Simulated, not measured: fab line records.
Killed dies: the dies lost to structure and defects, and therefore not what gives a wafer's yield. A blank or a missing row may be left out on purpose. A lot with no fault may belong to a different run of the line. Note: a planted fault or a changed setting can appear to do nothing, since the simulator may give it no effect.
Problem report, 8D (eight disciplines) form, completed by code -- flow n5-finfet -- the parts of the form that need people (team, actions taken, sign-off) are left out

== 1. WHAT IS WRONG ==
head-pressure-psi at N5_MOL_CONTACT_COAG_CMP_23 reads a mean of 2.210 psi on 6 wafers of 2 lots; wafers without a fault read 2.001 psi with a standard deviation of 0.0041. Measured from the usual mean, that is +51 standard deviations.
The step: polishes, stops on SiO2, t overpolish 1.5 s, target thk 0 nm.
Seen first at day 6 14:20 on cmp-03, wafer L124.1. At this step, 12 wafers from 4 lots have a number in the record. Rule for "out" (also "out of limits"): further than 4 standard deviations from the usual mean. The rest of the wafers with a number are treated as sound.

== 2. WHAT IT IS, AND WHAT IT ISN'T ==
question,is,is not
which readings at this step,head-pressure-psi,"motor-current-A, overpolish-run-s, time-to-endpoint-s"
which lots,"L124, L126","L127, L136"
which wafers of those lots,all that have a number,-
read on which tools,cmp-03,cmp-04
when,from day 6 14:20,"up to then (0 sound wafers); but 6 sound wafers of L127, L136 came after"

== 3. WHAT RULES OUT EACH SUSPECT ==
Counting: a tool at a process step up to the reading stays a suspect if it ran every lot that is out and no sound lot after the first of them.
- cmp-03 at N5_MOL_CONTACT_COAG_CMP_23 (polishes, stops on SiO2, t overpolish 1.5 s, target thk 0 nm): ruled out as a lasting fault. The sound lots L136 went through it after L124, its earliest lot that is out (day 6 14:20).
Left after counting: nothing in the record.

== 4. THE CAUSE (what the simulator had put in) ==
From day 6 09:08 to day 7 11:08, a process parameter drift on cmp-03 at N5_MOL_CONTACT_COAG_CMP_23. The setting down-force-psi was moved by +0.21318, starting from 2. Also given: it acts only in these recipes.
Counting ruled it out, wrongly.

== 5. SEQUENCE OF EFFECTS, ordered by route ==
Rows list readings where the struck wafers' mean (over those with a number) sits beyond 3 standard deviations from the usual. Readings are gone through only where the record gives a usual standard deviation; hours: the median, over the lots, of the time from a lot's start at the first step in this table giving one to that lot's start at this step; sigmas: the change measured in usual standard deviations.
hours,step,reading,usual,on struck wafers,change,sigmas
0,N5_MOL_CONTACT_COAG_CMP_23,head-pressure-psi,2.001 psi,2.210,+0.209,+51
It contains these process steps:
- N5_MOL_CONTACT_COAG_CMP_23: polishes, stops on SiO2, t overpolish 1.5 s, target thk 0 nm.
Later measuring or inspecting steps at which every struck wafer that the step has a row for has a number for every such reading, and none has moved that far: N5_BEOL_M4_RC_MEAS_101.

== 6. HOW IT WOULD HAVE BEEN CAUGHT EARLIER ==
In this record no reading fell out of limits until day 6 14:20, 5 hours after the fault had begun at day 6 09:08.
